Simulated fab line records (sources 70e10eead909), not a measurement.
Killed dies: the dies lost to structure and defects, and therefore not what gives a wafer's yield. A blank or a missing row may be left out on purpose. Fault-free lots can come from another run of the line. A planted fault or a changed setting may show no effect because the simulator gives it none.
Matching of chambers + flow nand_harc + 3 sister chambers for NHARC_A_CONTACT_DEP_85 on pecvd-01
The step deposits SiON, target thk 50 nm. 6 wafers are shown with their chamber, then 11 later ones without.

WAFERS, EACH WITH ITS CHAMBER
| wafer  | chamber | heater_power_w (W) |
|--------|---------|--------------------|
| L084.3 | 2       | 659                |
| L087.3 | 0       | 1037               |
| L090.2 | 1       | 689                |
| L090.3 | 0       | 872                |
| L090.4 | 1       | 670                |
| L091.3 | 2       | 785                |

WAFERS MISSING THEIR CHAMBER
| wafer  | heater_power_w (W) |
|--------|--------------------|
| L091.4 | 788                |
| L091.5 | 1023               |
| L091.1 | 988                |
| L091.2 | 658                |
| L091.6 | 649                |
| L096.1 | 1033               |
| L096.3 | 743                |
| L096.4 | 732                |
| L097.3 | 761                |
| L097.4 | 874                |
| L097.6 | 600                |

THE CHAMBER EACH PASSED THROUGH
| wafer  | from the rows above          | in truth |
|--------|------------------------------|----------|
| L091.4 | can't be placed: 2 or 1 or 0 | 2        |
| L091.5 | 0                            | 0        |
| L091.1 | 0                            | 0        |
| L091.2 | can't be placed: 1 or 2      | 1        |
| L091.6 | can't be placed: 1 or 2      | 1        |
| L096.1 | 0                            | 0        |
| L096.3 | can't be placed: 2 or 1      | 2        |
| L096.4 | can't be placed: 2 or 1      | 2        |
| L097.3 | can't be placed: 2 or 1 or 0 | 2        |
| L097.4 | can't be placed: 0 or 2 or 1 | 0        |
| L097.6 | can't be placed: 1 or 2      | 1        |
3 of 11 placed correctly. These rows do not allow placing 8 (true chamber among the candidates in 8). Placed wrongly: 0.
How it was worked out, from the rows above alone: a wafer's distance from a chamber is the root of the sum, over the readings, of the square of ((its reading less the chamber's mean) divided by the reading's scatter). The wafer belongs to the nearest chamber; if the next one is less than 2 further off, it can't be placed. The mean given for a chamber averages the wafers shown for that chamber. The scatter: the root of (the sum of the squares of (reading less its chamber's mean) over the shown wafers, divided by (wafers less chambers)).
